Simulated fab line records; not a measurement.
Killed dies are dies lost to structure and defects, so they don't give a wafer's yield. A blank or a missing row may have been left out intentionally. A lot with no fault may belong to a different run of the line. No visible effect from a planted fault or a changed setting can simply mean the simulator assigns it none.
fab line records | flow nand-harc
[record] lots = 14 wafers = 42 last-day = 33
route steps=1302 shown A_SLIT@946 A_WL_FILL@982 A_CONTACT@986 END@1302
lots that met no fault: taken from a fault-free run of the same line
start-h: the number of hours between the record's first day and the start of the first shown wafer of the lot | wait-h: hours since the lot's step before | " repeats the value in the row above | L1.1+2: a row that stands for several wafers | - no value present, or no start provided | * or withheld: withheld | < > ~ a bound
route shown NAME@n: a module of which the file shows steps, and the number in the route of the first | usual: average and standard deviation across the fault-free wafers | same: alike in all rows | chamber/n: place in a boat | sites: per-site readings | _std_site: how widely they spread, as a standard deviation | _edge_site: mean of outer sites minus mean of inner sites | radius-mm: how far each site lies from the wafer's centre | mask NAME#n: copy n | behind: the last tool/chamber to shape the wafer | hold: why the lot was held/for how many hours/how that ended | device: the transistor (n, p or np) that didn't switch | end of line: the same wafers' tests at the end of the route | a step with no rows: only its recipe | killed: dies that structure and defects cost at the first sort, which is not the same as the wafer's yield | map: dies across one wafer; x = killed, . = not, _ = none there
set.NAME: the run value of the setting; set.NAME@STEP: its run value at that earlier step | model.NAME: the simulator's own value behind a step, which no gauge read
route steps across a sampled set of lots; one table per step, one row per wafer
services: from which hour (start-h, from the record's first day; less than 0 if before it) a tool's chamber was out of use, for how many hours, and why
[[steps]]
[step NHARC_A_SLIT_CD_MEAS_21]
[usual] cd-nm = 289.8/0.95
// columns lot.wafer tool chamber start-h wait-h cd-nm
L449.3 cd-sem-02 - 478.71 - 290.9
L449.4 " - " " 289.7
L449.5 " - " " 289.0
L451.1 cd-sem-01 - 480.35 - 291.2
L451.4 " - " " 290.4
L451.5 " - " " 290.3
L450.3 cd-sem-03 - 485.54 - 287.8
L450.4 " - " " 287.5
L450.5 " - " " 287.8
L452.2 cd-sem-02 - 493.17 - 289.7
L452.3 " - " " 290.9
L452.4 " - " " 289.3
L453.1 cd-sem-01 - 493.49 - 290.2
L453.4 " - " " 289.1
L453.5 " - " " 288.8
L455.2 cd-sem-02 - 521.19 - 290.3
L455.3 " - " " 289.5
L455.6 " - " " 290.0
L454.1 cd-sem-03 - 525.07 0.1 290.0
L454.3 " - " " 290.2
L454.6 " - " " 291.4
L456.1 cd-sem-02 - 537.40 - 290.3
L456.2 " - " " 289.2
L456.5 " - " " 289.3
L460.1 cd-sem-02 - 565.88 - 290.9
L460.2 " - " " 290.1
L460.5 " - " " 289.9
L463.1 cd-sem-02 - 590.67 - 290.1
L463.4 " - " " 291.0
L463.5 " - " " 289.9
L461.3 cd-sem-03 - 594.50 - 288.7
L461.4 " - " " 288.2
L461.5 " - " " 288.7
L464.1 cd-sem-03 - 626.30 0.1 288.9
L464.4 " - " " 289.7
L464.5 " - " " 288.3
L470.2 cd-sem-03 - 679.72 - 288.9
L470.3 " - " " 290.9
L470.5 " - " " 289.7
L471.1 cd-sem-01 - 692.08 - 288.1
L471.2 " - " " 289.5
L471.3 " - " " 290.9
[step NHARC_A_WL_FILL_INSPECT_15]
[usual] raw-defect-count = 482/120
// columns lot.wafer tool chamber start-h wait-h raw-defect-count
L449.3 defect-inspect-02 - 502.80 0.0 450
L449.4 " - " " 513
L449.5 " - " " 471
L451.1 defect-inspect-01 - 505.79 0.0 312
L451.4 " - " " 368
L451.5 " - " " 240
L450.3 defect-inspect-02 - 514.61 0.0 554
L450.4 " - " " 427
L450.5 " - " " 469
L452.2 defect-inspect-01 - 517.79 0.0 507
L452.3 " - " " 544
L452.4 " - " " 734
L453.1 defect-inspect-01 - 517.80 0.0 643
L453.4 " - " " 500
L453.5 " - " " 456
L455.2 defect-inspect-01 - 549.53 0.0 504
L455.3 " - " " 477
L455.6 " - " " 411
L454.1 defect-inspect-02 - 549.64 0.0 423
L454.3 " - " " 531
L454.6 " - " " 409
L456.1 defect-inspect-02 - 561.69 0.0 368
L456.2 " - " " 364
L456.5 " - " " 412
L460.1 defect-inspect-02 - 592.97 0.0 592
L460.2 " - " " 620
L460.5 " - " " 593
L463.1 defect-inspect-01 - 615.50 0.0 546
L463.4 " - " " 576
L463.5 " - " " 443
L461.3 defect-inspect-01 - 620.73 0.0 444
L461.4 " - " " 438
L461.5 " - " " 501
L464.1 defect-inspect-02 - 650.46 0.0 769
L464.4 " - " " 652
L464.5 " - " " 675
L470.2 defect-inspect-02 - 704.10 0.0 396
L470.3 " - " " 464
L470.5 " - " " 310
L471.1 defect-inspect-01 - 717.17 0.0 351
L471.2 " - " " 555
L471.3 " - " " 358
[step NHARC_A_CONTACT_DEP_29]
[recipe] target-thk-a = 1000 target-thk-nm = 100 temp-c = 400 pressure-torr = 3.5 flow-sccm = 200 rf-w = 350 material = SiON
[usual] chamber-pressure-Torr = 3.500/0.0066 heater-power-w = 754/100 rf-fwd-power-W = 348.3/1.3
// columns lot.wafer tool chamber start-h wait-h chamber-pressure-Torr heater-power-w rf-fwd-power-W
L449.3 pecvd-02 1 507.97 2.2 3.496 871 348.7
L449.4 " 1 " " 3.500 872 348.1
L449.5 " 2 " " 3.499 778 347.3
L451.1 pecvd-01 2 511.98 3.6 3.508 927 347.4
L451.4 " 1 " " 3.505 826 349.0
L451.5 " 2 " " 3.507 923 348.6
L450.3 pecvd-03 2 521.19 2.3 3.498 695 348.2
L450.4 " 2 " " 3.496 726 347.6
L450.5 " 1 " " 3.500 554 349.2
L452.3 pecvd-02 1 525.42 2.2 3.494 905 349.5
L452.2 " 2 " " 3.497 831 347.5
L452.4 " 1 " " 3.504 885 349.8
L453.1 pecvd-03 1 525.96 3.6 3.498 560 349.1
L453.4 " 2 " " 3.496 693 348.8
L453.5 " 1 " " 3.483 582 350.8
L455.2 pecvd-01 2 554.75 3.1 3.496 1002 347.3
L455.3 " 0 " " 3.492 674 347.5
L455.6 " 0 " " 3.503 674 347.9
L454.1 pecvd-01 2 554.89 3.8 3.492 990 348.5
L454.3 " 1 " " 3.499 757 348.9
L454.6 " 2 " " 3.505 1006 348.6
L456.2 pecvd-02 0 568.98 2.9 3.497 784 348.0
L456.1 " 1 " " 3.495 893 351.3
L456.5 " 1 " " 3.504 871 350.6
L460.1 pecvd-03 0 597.91 3.5 3.508 720 405.3
L460.2 " 2 " " 3.504 748 406.2
L460.5 " 0 " " 3.496 713 404.3
L463.1 pecvd-03 0 623.30 3.6 3.502 647 403.9
L463.4 " 2 " " 3.508 858 405.2
L463.5 " 0 " " 3.501 649 404.1
L461.3 pecvd-03 1 627.88 2.2 3.494 577 404.9
L461.4 " 2 " " 3.507 740 404.6
L461.5 " 1 " " 3.505 574 402.3
L464.1 pecvd-01 2 656.51 3.6 3.506 1038 347.8
L464.4 " 1 " " 3.498 715 347.6
L464.5 " 2 " " 3.506 854 348.8
L470.2 pecvd-02 2 709.08 2.9 3.497 769 347.8
L470.3 " 0 " " 3.500 653 350.1
L470.5 " 1 " " 3.503 834 347.9
L471.3 pecvd-02 0 723.04 2.2 3.499 740 348.7
L471.1 " 1 " " 3.493 819 350.4
L471.2 " 2 " " 3.496 821 349.4
[step NHARC_A_CONTACT_CD_MEAS_42]
[recipe] target-cd-nm = 300 landing-energy-ev = 500
[usual] cd-nm = 300.3/0.74
// columns lot.wafer tool chamber start-h wait-h cd-nm
L449.3 cd-sem-03 0 508.67 - 300.8
L449.4 " 0 " " 301.2
L449.5 " 0 " " 300.3
L451.1 cd-sem-02 0 512.67 - 300.3
L451.4 " 0 " " 299.6
L451.5 " 0 " " 298.7
L450.3 cd-sem-03 0 521.91 - 299.1
L450.4 " 0 " " 299.5
L450.5 " 0 " " 299.9
L452.2 cd-sem-03 0 526.14 - 300.2
L452.3 " 0 " " 301.9
L452.4 " 0 " " 300.3
L453.1 cd-sem-02 0 526.62 - 300.2
L453.4 " 0 " " 300.0
L453.5 " 0 " " 300.9
L455.2 cd-sem-03 0 555.44 - 299.7
L455.3 " 0 " " 300.6
L455.6 " 0 " " 300.5
L454.1 cd-sem-01 0 555.61 - 299.6
L454.3 " 0 " " 300.6
L454.6 " 0 " " 299.7
L456.1 cd-sem-03 0 569.67 - 301.0
L456.2 " 0 " " 300.5
L456.5 " 0 " " 300.4
L460.1 cd-sem-02 0 598.51 - 300.4
L460.2 " 0 " " 300.1
L460.5 " 0 " " 299.7
L463.1 cd-sem-03 0 623.90 - 299.7
L463.4 " 0 " " 299.2
L463.5 " 0 " " 299.5
L461.3 cd-sem-02 0 628.54 - 301.7
L461.4 " 0 " " 300.9
L461.5 " 0 " " 300.2
L464.1 cd-sem-03 0 657.21 - 301.5
L464.4 " 0 " " 301.0
L464.5 " 0 " " 300.0
L470.2 cd-sem-02 0 709.94 - 299.8
L470.3 " 0 " " 299.1
L470.5 " 0 " " 301.2
L471.1 cd-sem-01 0 723.77 - 300.4
L471.2 " 0 " " 299.2
L471.3 " 0 " " 299.4
[step NHARC_END_SORT_01]
[recipe] temp-c = 25
[usual] killed-at-array = 52/16 killed-at-other = 0.8/0.98 killed-at-periphery = 4.2/2.9 killed-dies = 57/16 killed-open = 3.3/1.9 killed-short = 2.5/1.5
[same] gross-dies = 677
// columns lot.wafer tool chamber start-h wait-h killed-at-array killed-at-other killed-at-periphery killed-dies killed-open killed-short
L460.1 prober-01 0 667.86 2.5 37 1 5 43 6 4
L460.2 prober-01 0 668.66 2.8 46 0 1 47 4 3
L460.5 prober-01 0 671.08 3.7 31 0 2 33 5 1
L463.1 prober-02 0 694.30 2.5 58 2 4 64 2 7
L463.4 prober-02 0 696.69 3.4 64 1 6 71 3 3
L463.5 prober-02 0 697.48 3.7 58 3 1 62 1 0
L461.3 prober-01 0 703.62 3.1 54 1 4 59 1 1
L461.4 prober-01 0 704.43 3.4 64 1 6 71 6 3
L461.5 prober-01 0 705.25 3.7 49 1 5 55 5 4
// killed by level:class
L460.1 A_CHANNEL_HOLE_D1:chamber-film-flake=21 A_CHANNEL_FILL_D2:chamber-film-flake=3 P_M0:geometric-particle:open=2 A_CHANNEL_FILL_D1:geometric-particle:short=2 A_STAIRCASE:chamber-film-flake=2 A_CONTACT:chamber-film-flake=2 A_BLC:chamber-film-flake=2 P_GATE:geometric-particle:short=1
L460.2 A_CHANNEL_HOLE_D1:chamber-film-flake=32 A_ONON_D2:geometric-particle:open=2 A_STAIRCASE:chamber-film-flake=2 A_BLC:chamber-film-flake=2 A_SOURCE_PLATE:geometric-particle:open=1 A_SOURCE_PLATE:geometric-particle:short=1 A_CHANNEL_FILL_D1:geometric-particle:short=1 A_WL_FILL:geometric-particle:short=1
L460.5 A_CHANNEL_HOLE_D1:chamber-film-flake=16 A_CHANNEL_FILL_D1:chamber-film-flake=3 A_BLC:chamber-film-flake=3 A_STAIRCASE:chamber-film-flake=2 P_M1:geometric-particle:open=1 A_CHANNEL_FILL_D1:geometric-particle:open=1 A_WL_FILL:geometric-particle:open=1 A_WL_FILL:geometric-particle:short=1
L463.1 A_SLIT:chamber-film-flake=25 A_CHANNEL_HOLE_D1:chamber-film-flake=10 A_CONTACT:chamber-film-flake=6 A_STAIRCASE:chamber-film-flake=3 A_WL_FILL:geometric-particle:short=2 P_GATE:chamber-film-flake=2 P_BONDPAD:chamber-film-flake=2 A_ZERO_WELL:chamber-film-flake=2
L463.4 A_SLIT:chamber-film-flake=40 A_STAIRCASE:chamber-film-flake=6 A_CHANNEL_HOLE_D1:chamber-film-flake=5 A_CONTACT:chamber-film-flake=4 P_ZERO_WELL:chamber-film-flake=3 A_ZERO_WELL:chamber-film-flake=3 A_DECK1_JOINT:chamber-film-flake=2 P_STI:geometric-particle:short=1
L463.5 A_SLIT:chamber-film-flake=39 A_CHANNEL_HOLE_D1:chamber-film-flake=7 A_CONTACT:chamber-film-flake=5 A_STAIRCASE:chamber-film-flake=4 THIN_TSV:chamber-film-flake=3 A_WL_FILL:geometric-particle:open=1 P_BONDPAD:chamber-film-flake=1 A_CHANNEL_HOLE_D2:chamber-film-flake=1
L461.3 A_CHANNEL_HOLE_D2:chamber-film-flake=22 A_SLIT:chamber-film-flake=21 A_CHANNEL_HOLE_D1:chamber-film-flake=6 P_GATE:chamber-film-flake=2 A_STAIRCASE:chamber-film-flake=2 A_CHANNEL_HOLE_D1:geometric-particle:short=1 A_CHANNEL_FILL_D2:geometric-particle:open=1 P_CONTACT:chamber-film-flake=1
L461.4 A_SLIT:chamber-film-flake=30 A_CHANNEL_HOLE_D2:chamber-film-flake=17 A_CHANNEL_HOLE_D1:chamber-film-flake=6 P_CONTACT:chamber-film-flake=4 A_STAIRCASE:chamber-film-flake=3 A_M0:geometric-particle:open=2 P_M0:geometric-particle:open=1 P_M0:geometric-particle:short=1
L461.5 A_SLIT:chamber-film-flake=24 A_CHANNEL_HOLE_D1:chamber-film-flake=6 A_CHANNEL_HOLE_D2:chamber-film-flake=6 A_STAIRCASE:chamber-film-flake=5 P_CONTACT:chamber-film-flake=3 A_WL_FILL:geometric-particle:short=2 P_CONTACT:geometric-particle:open=1 A_CHANNEL_FILL_D1:geometric-particle:open=1
[[services]]
// columns tool chamber start-h hours kind
pecvd-01 - 492.34 13.0 pm
pecvd-01 0 492.34 13.0 vent-cycle
pecvd-01 1 492.34 13.0 vent-cycle
pecvd-01 2 492.34 13.0 vent-cycle
pecvd-01 0 505.34 - clean
pecvd-01 1 505.34 - clean
pecvd-01 2 505.34 - clean
pecvd-03 - 516.57 1.5 repair
pecvd-03 - 549.41 13.0 pm
pecvd-03 0 549.41 13.0 vent-cycle
pecvd-03 1 549.41 13.0 vent-cycle
pecvd-03 2 549.41 13.0 vent-cycle
pecvd-03 0 562.41 - clean
pecvd-03 1 562.41 - clean
pecvd-03 2 562.41 - clean
pecvd-02 0 569.85 11.1 repair
pecvd-02 - 589.03 13.0 pm
pecvd-02 0 589.03 13.0 vent-cycle
pecvd-02 1 589.03 13.0 vent-cycle
pecvd-02 2 589.03 21.3 vent-cycle
pecvd-02 0 602.03 - clean
pecvd-02 1 602.03 - clean
pecvd-01 - 673.34 13.0 pm
pecvd-01 0 673.34 13.0 vent-cycle
[[key]]
[first-sign] step = NHARC_A_CONTACT_DEP_29 reading = rf-fwd-power-W direction = up sigmas = 45 usual = * struck = *
effect none on later readings
met-at NHARC_A_CONTACT_DEP_29
struck-lots L460,L461,L463
tester-left-out L460,L461,L463
not-acting-at NHARC_A_SLIT_CD_MEAS_21,NHARC_A_WL_FILL_INSPECT_15,NHARC_A_CONTACT_CD_MEAS_42
onset-between 525.96 597.91
[fault] kind = process-parameter-drift tool = pecvd-03 chamber = - onset-h = 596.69 steps = NHARC_A_CONTACT_DEP_29 channel = rf-w offset = * shape = step end-h = 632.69 acts-in = * stated = *
// tester-left-out: of these lots the tester's yield and bins aren't shown, on N5 and GAA mostly nor the transistor test; their killed dies are dies lost to structure and defects alone, not to doping, threshold or leakage, so they don't give the yield
